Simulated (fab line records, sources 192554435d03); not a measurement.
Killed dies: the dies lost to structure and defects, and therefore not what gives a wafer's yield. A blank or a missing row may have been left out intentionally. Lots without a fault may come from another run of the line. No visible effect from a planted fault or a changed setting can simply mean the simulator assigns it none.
The tool behind it: which one?    flow n5Finfet    24 lots, 72 wafers sampled, at 2 steps of a route of 1938

## WHAT EACH GAUGE READ, for each wafer
N5_BEOL_M6_INSPECT_58: inspects for defects (darkfield).
lot   measured      on                rawDefectCount
L074  day 8 21:04   defectInspect-01  55 38 59
L075  day 9 00:49   defectInspect-01  54 94 80
L077  day 9 10:19   defectInspect-01  82 92 83
L078  day 9 11:54   defectInspect-01  68 63 54
L079  day 9 20:28   defectInspect-01  133 127 111
L080  day 10 03:19  defectInspect-01  56 34 39
L081  day 10 05:18  defectInspect-01  41 41 59
L082  day 10 12:12  defectInspect-02  58 51 38
L083  day 11 05:28  defectInspect-01  53 70 44
L084  day 11 10:20  defectInspect-02  36 67 63
L085  day 12 02:21  defectInspect-01  116 94 72
L086  day 12 02:52  defectInspect-02  64 48 51
L087  day 12 12:03  defectInspect-02  79 40 55
L090  day 12 15:08  defectInspect-02  50 43 71
L089  day 12 15:52  defectInspect-02  58 45 69
L088  day 12 16:48  defectInspect-02  69 60 57
L091  day 13 12:09  defectInspect-01  37 41 61
L092  day 13 13:12  defectInspect-01  61 79 57
L093  day 13 16:01  defectInspect-02  41 101 68
L094  day 14 17:13  defectInspect-02  52 58 49
L076  day 14 17:24  defectInspect-01  79 56 47
L095  day 14 20:26  defectInspect-02  42 41 83
L097  day 15 15:28  defectInspect-01  80 72 85
L096  day 16 06:56  defectInspect-01  75 64 94

## TOOL THAT RAN EACH LOT (tool first, then ch and the chambers of the sampled wafers, then the start)
lot   N5_BEOL_M6_PRE_CLEAN_45
L074  pvdSputter-01, day 8 19:05
L075  pvdSputter-03, day 8 23:10
L077  pvdSputter-03, day 9 06:56
L078  pvdSputter-03, day 9 10:05
L079  pvdSputter-01, day 9 18:26
L080  pvdSputter-02, day 10 01:13
L081  pvdSputter-03, day 10 02:22
L082  pvdSputter-03, day 10 10:20
L083  pvdSputter-01, day 11 02:01
L084  pvdSputter-03, day 11 08:35
L085  pvdSputter-03, day 12 00:37
L086  pvdSputter-03, day 12 00:50
L087  pvdSputter-01, day 12 10:10
L090  pvdSputter-02, day 12 13:09
L089  pvdSputter-02, day 12 13:55
L088  pvdSputter-01, day 12 14:25
L091  pvdSputter-01, day 13 09:55
L092  pvdSputter-03, day 13 11:29
L093  pvdSputter-02, day 13 14:20
L094  pvdSputter-03, day 14 13:26
L076  pvdSputter-03, day 14 15:48
L095  pvdSputter-02, day 14 17:05
L097  pvdSputter-03, day 15 13:56
L096  pvdSputter-02, day 16 04:09
- N5_BEOL_M6_PRE_CLEAN_45: time 30 s.

## AS READ BY THE TOOLS THEMSELVES (means over the sampled wafers that have a number; for cases with no such wafer, the mark the record gives instead)
N5_BEOL_M6_PRE_CLEAN_45.
lot   tool           heaterPowerW (W)  susceptorTempC (C)
L074  pvdSputter-01  326               249.86
L075  pvdSputter-03  339               250.17
L077  pvdSputter-03  319               249.95
L078  pvdSputter-03  311               249.93
L079  pvdSputter-01  310               250.05
L080  pvdSputter-02  317               250.04
L081  pvdSputter-03  299               249.91
L082  pvdSputter-03  318               250.09
L083  pvdSputter-01  310               250.06
L084  pvdSputter-03  290               250.28
L085  pvdSputter-03  335               249.94
L086  pvdSputter-03  314               249.97
L087  pvdSputter-01  332               250.09
L090  pvdSputter-02  339               249.91
L089  pvdSputter-02  319               250.17
L088  pvdSputter-01  302               250.05
L091  pvdSputter-01  328               250.14
L092  pvdSputter-03  337               250.00
L093  pvdSputter-02  317               249.82
L094  pvdSputter-03  344               249.91
L076  pvdSputter-03  314               250.14
L095  pvdSputter-02  334               250.16
L097  pvdSputter-03  321               250.09
L096  pvdSputter-02  327               249.91

## THE ANSWER, worked out from the rows above alone
Rule: the usual values come from the lots themselves. Put in order of their means at a reading, lots are off if they are a third of the lots or fewer, leave a main group of 4 or more, and stand apart from it by a gap of 3 or more times the standard deviation of the main group's means; of several such gaps the widest counts. The tables above print the reading to a certain number of digits; a main group whose means all agree to those digits is not used. A lot without any number at a reading at which 4 lots or more have one is off too. Any other lot the step has rows for is counted as sound. First the gauges in route order, then the tools' own readings, where a lot's mean is used as printed above. At the first step where some lot is off, the reading lying furthest off is the one used; lots without a number count as furthest.
Nothing can be told from this: no lot is off at any reading shown.

## WHAT HAD BEEN PUT IN BY THE SIMULATOR
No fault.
